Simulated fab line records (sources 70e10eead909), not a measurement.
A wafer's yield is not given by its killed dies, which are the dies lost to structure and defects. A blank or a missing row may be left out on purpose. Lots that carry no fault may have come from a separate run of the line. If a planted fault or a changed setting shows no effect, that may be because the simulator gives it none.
The tool behind it: which one? -- flow nand_harc -- 11 lots, 33 wafers sampled, at 6 steps of a route of 1302

== WHAT THE GAUGES SHOWED, per wafer ==
NHARC_END_SORT_01.
lot,measured,on,defect_limited_yield (%),killed_at_array,killed_at_other,killed_at_periphery,killed_dies,killed_open,killed_short,sort_bin_2_pct (%),sort_bin_3_pct (%),sort_bin_4_pct (%),sort_n_pass,sort_rim_yield_pct (%),sort_yield_pct (%)
L459,day 25 00:17,prober-02,90.5 89.8 91.0,58 65 55,3 4 2,3 0 4,64 69 61,6 5 2,6 8 4,3.1 3.7 2.8,1.3 1.0 0.6,5.0 5.5 5.6,613 608 616,85 83 87,90.5 89.8 91.0
L466,day 27 23:26,prober-02,94.5 93.2 94.2,26 40 31,4 2 4,7 4 4,37 46 39,1 5 2,5 4 1,1.6 1.5 1.0,1.2 0.4 0.4,2.7 4.9 4.3,640 631 638,92 91 91,94.5 93.2 94.2

== WHAT TOOL EACH LOT RAN ON (gives the tool, then ch and the chambers of the sampled wafers, and finally the start) ==
lot,NHARC_P_CONTACT_ALD_22,NHARC_P_CONTACT_CVD_23,NHARC_P_M0_ETCH_15,NHARC_P_M0_ECD_22,NHARC_P_M0_CMP_23
L459,"ald_metal-03 ch 1,3, day 6 05:28","cvd_w-01 ch 0,1, day 6 09:08 or earlier","rie_diel-04 ch 2,3, day 6 09:08 or earlier","ecd_cu-01 ch 0,1, day 6 09:08","cmp-04 ch 0,2, day 6 09:47"
L460,"ald_metal-04 ch 0,2,3, day 6 08:19","cvd_w-02 ch 0,1, day 6 12:00 or earlier","rie_diel-10 ch 0,1,3, day 6 12:00 or earlier","ecd_cu-01 ch 0,1, day 6 12:00","cmp-03 ch 0,2, day 6 12:40"
L461,"ald_metal-03 ch 0,1,2, day 6 19:46","cvd_w-01 ch 0,1, day 6 23:22 or earlier","rie_diel-10 ch 0,1,2, day 6 23:22 or earlier","ecd_cu-01 ch 0,1, day 6 23:22","cmp-02 ch 0,2,3, day 7 00:05"
L465,"ald_metal-04 ch 0,1,3, day 8 09:52","cvd_w-01 ch 1, day 8 13:20 or earlier","rie_diel-05 ch 0,1,2, day 8 13:20 or earlier","ecd_cu-01 ch 0, day 8 13:20","cmp-03 ch 1,2,3, day 8 14:05"
L466,"ald_metal-03 ch 0,1, day 9 03:44","cvd_w-02 ch 0,1, day 9 07:16 or earlier","rie_diel-10 ch 0,2,3, day 9 07:16 or earlier","ecd_cu-01 ch 0,1, day 9 07:16","cmp-04 ch 1,2,3, day 9 07:56"
L467,"ald_metal-04 ch 1,2,3, day 9 09:37","cvd_w-02 ch 0,1, day 9 13:13 or earlier","rie_diel-10 ch 0,1,2, day 9 13:13 or earlier","ecd_cu-02 ch 0,1, day 9 13:13","cmp-03 ch 0,1,3, day 9 13:56"
L471,"ald_metal-01 ch 1,2,3, day 11 00:44","cvd_w-01 ch 0,1, day 11 05:07 or earlier","rie_diel-04 ch 0,3, day 11 05:07 or earlier","ecd_cu-01 ch 0,1, day 11 05:07","cmp-03 ch 2,3, day 11 05:42"
L472,"ald_metal-03 ch 0,3, day 11 04:44","cvd_w-02 ch 0,1, day 11 08:23 or earlier","rie_diel-04 ch 0,1,3, day 11 08:23 or earlier","ecd_cu-01 ch 0,1, day 11 08:23","cmp-02 ch 0,2,3, day 11 09:07"
L478,"ald_metal-03 ch 1,2, day 13 23:34","cvd_w-02 ch 0,1, day 14 03:11 or earlier","rie_diel-05 ch 1,3, day 14 03:11 or earlier","ecd_cu-02 ch 0,1, day 14 03:11","cmp-03 ch 0,2,3, day 14 03:56"
L480,"ald_metal-03 ch 0,1,2, day 14 20:08","cvd_w-02 ch 0,1, day 14 23:56 or earlier","rie_diel-10 ch 1,2,3, day 14 23:56 or earlier","ecd_cu-02 ch 0,1, day 14 23:56","cmp-04 ch 0,1,3, day 15 00:40"
L482,"ald_metal-04 ch 0,1, day 15 14:54","cvd_w-02 ch 0,1, day 15 18:31 or earlier","rie_diel-10 ch 1,2, day 15 18:31 or earlier","ecd_cu-01 ch 0,1, day 15 18:31","cmp-02 ch 0,1, day 15 19:14"
- NHARC_P_CONTACT_ALD_22: deposits TiN, target thk 3 nm, pulse time 1 s, ald cycles 150.
- NHARC_P_CONTACT_CVD_23: deposits W, target thk 200 nm, time 557 s.
- NHARC_P_M0_ETCH_15: etches the open film in C4F8/Ar, target depth 150 nm, overetch 15 nm, time 82.5 s.
- NHARC_P_M0_ECD_22: material Cu, target thk 400 nm.
- NHARC_P_M0_CMP_23: polishes, t overpolish 20 s, target thk 117.54 nm.

== WHAT THE TOOLS THEMSELVES READ (means of the sampled wafers that have a number; where no wafer has one, the mark that the record gives instead) ==
NHARC_P_CONTACT_ALD_22.
lot,tool,heater_power_w (W),precursor_pulse_height_rel
L459,ald_metal-03,1085,0.999
L460,ald_metal-04,1046,1.026
L461,ald_metal-03,1046,0.997
L465,ald_metal-04,1124,1.014
L466,ald_metal-03,1020,1.022
L467,ald_metal-04,1040,1.000
L471,ald_metal-01,1073,0.989
L472,ald_metal-03,1017,0.999
L478,ald_metal-03,1026,0.999
L480,ald_metal-03,1018,0.990
L482,ald_metal-04,1141,1.015

NHARC_P_CONTACT_CVD_23.
lot,tool,heater_power_w (W),mfc_wf6_sccm (sccm),throttle_valve_pct (%)
L459,cvd_w-01,486,40.14,7.95
L460,cvd_w-02,483,40.04,8.25
L461,cvd_w-01,486,39.77,8.06
L465,cvd_w-01,484,40.02,7.97
L466,cvd_w-02,489,40.06,8.40
L467,cvd_w-02,481,39.88,8.44
L471,cvd_w-01,479,39.81,7.90
L472,cvd_w-02,491,39.99,8.48
L478,cvd_w-02,484,39.99,8.38
L480,cvd_w-02,485,40.04,8.36
L482,cvd_w-02,482,39.90,8.39

NHARC_P_M0_ETCH_15.
lot,tool,bias_w (W),oes_product_au (a.u.),rf_vpp_V (V)
L459,rie_diel-04,300.5,0.965,440.1
L460,rie_diel-10,300.1,0.966,440.6
L461,rie_diel-10,300.2,0.969,441.0
L465,rie_diel-05,300.3,0.970,441.9
L466,rie_diel-10,299.8,0.925,443.1
L467,rie_diel-10,299.6,0.972,442.1
L471,rie_diel-04,299.7,0.964,440.3
L472,rie_diel-04,299.4,0.962,441.5
L478,rie_diel-05,300.8,0.944,440.0
L480,rie_diel-10,299.6,0.949,440.0
L482,rie_diel-10,300.9,0.955,438.0

NHARC_P_M0_CMP_23.
lot,tool,motor_current_A (A),retaining_ring_pressure_frac,time_to_endpoint_s (s)
L459,cmp-04,11.9,1.006,27.1
L460,cmp-03,11.9,1.003,27.7
L461,cmp-02,11.8,0.995,26.3
L465,cmp-03,11.1,1.002,33.2
L466,cmp-04,10.6,1.000,29.0
L467,cmp-03,10.9,1.003,25.8
L471,cmp-03,12.4,1.000,26.3
L472,cmp-02,12.0,1.000,25.1
L478,cmp-03,11.7,0.999,31.2
L480,cmp-04,11.4,0.995,30.5
L482,cmp-02,10.8,1.005,29.2

== THE ANSWER, worked out from the rows above alone ==
Rule: the usual values come from the lots themselves. Put in order of their means at a reading, lots are off if they are a third of the lots or fewer, leave a main group of 4 or more, and stand apart from it by a gap of 3 or more times the standard deviation of the main group's means; of several such gaps the widest counts. A main group whose means are all the same, to the digits that the tables above print for the reading, isn't used. A lot without any number at a reading at which 4 lots or more have one is off too. Where the step has rows for the other lots, those lots are counted as sound. Order of review: gauges by route order, followed by the tools' own readings, for which a lot's mean as printed above is used. The first step at which some lot is off is used, and at that step the reading that is off furthest; a lot without a number counts as furthest.
Nothing can be told from this: no lot is off at any reading shown.

== WHAT HAD BEEN PUT IN BY THE SIMULATOR ==
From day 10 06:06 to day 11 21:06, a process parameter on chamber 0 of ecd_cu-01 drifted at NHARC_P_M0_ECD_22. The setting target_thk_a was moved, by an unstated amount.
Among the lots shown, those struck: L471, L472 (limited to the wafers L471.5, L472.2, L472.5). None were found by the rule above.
